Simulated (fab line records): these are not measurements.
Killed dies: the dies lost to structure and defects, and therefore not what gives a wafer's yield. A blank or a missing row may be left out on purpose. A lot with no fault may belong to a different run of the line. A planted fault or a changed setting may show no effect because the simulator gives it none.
Chamber matching / flow n5Finfet / N5_BEOL_M0_SAQP_STRIP_86 on rieDiel-06 has 4 sister chambers
The step strips in N2/H2. 14 wafers are shown with their chamber, then 7 later ones without.

== WAFERS, EACH WITH ITS CHAMBER ==
wafer=L075.1; chamber=3; showerheadPlenumPTorr (Torr)=3.32; throttleValvePct (%)=19.4; oesProductAu (a.u.)=0.70
wafer=L075.2; chamber=2; showerheadPlenumPTorr (Torr)=3.20; throttleValvePct (%)=19.0; oesProductAu (a.u.)=0.69
wafer=L075.3; chamber=0; showerheadPlenumPTorr (Torr)=3.22; throttleValvePct (%)=19.5; oesProductAu (a.u.)=0.74
wafer=L075.4; chamber=0; showerheadPlenumPTorr (Torr)=3.22; throttleValvePct (%)=19.4; oesProductAu (a.u.)=0.74
wafer=L075.5; chamber=3; showerheadPlenumPTorr (Torr)=3.32; throttleValvePct (%)=19.4; oesProductAu (a.u.)=0.71
wafer=L075.6; chamber=2; showerheadPlenumPTorr (Torr)=3.20; throttleValvePct (%)=19.0; oesProductAu (a.u.)=0.70
wafer=L084.1; chamber=1; showerheadPlenumPTorr (Torr)=3.30; throttleValvePct (%)=19.2; oesProductAu (a.u.)=0.92
wafer=L084.3; chamber=2; showerheadPlenumPTorr (Torr)=3.19; throttleValvePct (%)=19.0; oesProductAu (a.u.)=0.67
wafer=L084.5; chamber=0; showerheadPlenumPTorr (Torr)=3.21; throttleValvePct (%)=19.5; oesProductAu (a.u.)=0.74
wafer=L093.1; chamber=1; showerheadPlenumPTorr (Torr)=3.29; throttleValvePct (%)=19.2; oesProductAu (a.u.)=0.90
wafer=L093.2; chamber=0; showerheadPlenumPTorr (Torr)=3.21; throttleValvePct (%)=19.5; oesProductAu (a.u.)=0.71
wafer=L093.4; chamber=0; showerheadPlenumPTorr (Torr)=3.21; throttleValvePct (%)=19.5; oesProductAu (a.u.)=0.72
wafer=L095.2; chamber=0; showerheadPlenumPTorr (Torr)=3.21; throttleValvePct (%)=19.5; oesProductAu (a.u.)=0.72
wafer=L095.5; chamber=3; showerheadPlenumPTorr (Torr)=3.31; throttleValvePct (%)=19.5; oesProductAu (a.u.)=0.68

SIGNATURES (means of the wafers above)
reading=showerheadPlenumPTorr; chamber 0=3.2133; chamber 1=3.2950; chamber 2=3.1967; chamber 3=3.3167; scatter within a chamber=0.00563
reading=throttleValvePct; chamber 0=19.483; chamber 1=19.200; chamber 2=19.000; chamber 3=19.433; scatter within a chamber=0.0387
reading=oesProductAu; chamber 0=0.7283; chamber 1=0.9100; chamber 2=0.6867; chamber 3=0.6967; scatter within a chamber=0.0142
Rule: a wafer lies at a distance from a chamber equal to the root of the sum of squares, over the readings, of (its reading less the chamber's mean, divided by the reading's scatter). The wafer belongs to the nearest chamber; if the next one is less than 2 further off, it can't be placed. How the scatter is found: for the shown wafers, subtract from each reading the mean of its chamber, square and add these, divide the total by (wafers less chambers), then take the root.

== WAFERS MISSING THEIR CHAMBER ==
wafer=L095.6; showerheadPlenumPTorr (Torr)=3.29; throttleValvePct (%)=19.2; oesProductAu (a.u.)=0.90
wafer=L096.1; showerheadPlenumPTorr (Torr)=3.31; throttleValvePct (%)=19.4; oesProductAu (a.u.)=0.68
wafer=L096.2; showerheadPlenumPTorr (Torr)=3.19; throttleValvePct (%)=19.1; oesProductAu (a.u.)=0.68
wafer=L096.4; showerheadPlenumPTorr (Torr)=3.20; throttleValvePct (%)=19.5; oesProductAu (a.u.)=0.71
wafer=L097.2; showerheadPlenumPTorr (Torr)=3.29; throttleValvePct (%)=19.2; oesProductAu (a.u.)=0.89
wafer=L097.3; showerheadPlenumPTorr (Torr)=3.20; throttleValvePct (%)=19.5; oesProductAu (a.u.)=0.71
wafer=L097.5; showerheadPlenumPTorr (Torr)=3.20; throttleValvePct (%)=19.5; oesProductAu (a.u.)=0.71

== CHAMBER TAKEN BY EACH ==
wafer=L095.6; from the rows above=1; in truth=1
wafer=L096.1; from the rows above=3; in truth=3
wafer=L096.2; from the rows above=2; in truth=2
wafer=L096.4; from the rows above=0; in truth=0
wafer=L097.2; from the rows above=1; in truth=1
wafer=L097.3; from the rows above=0; in truth=0
wafer=L097.5; from the rows above=0; in truth=0
Correctly placed: 7 of 7. Can't be placed from these rows: 0. Placed wrongly: 0.
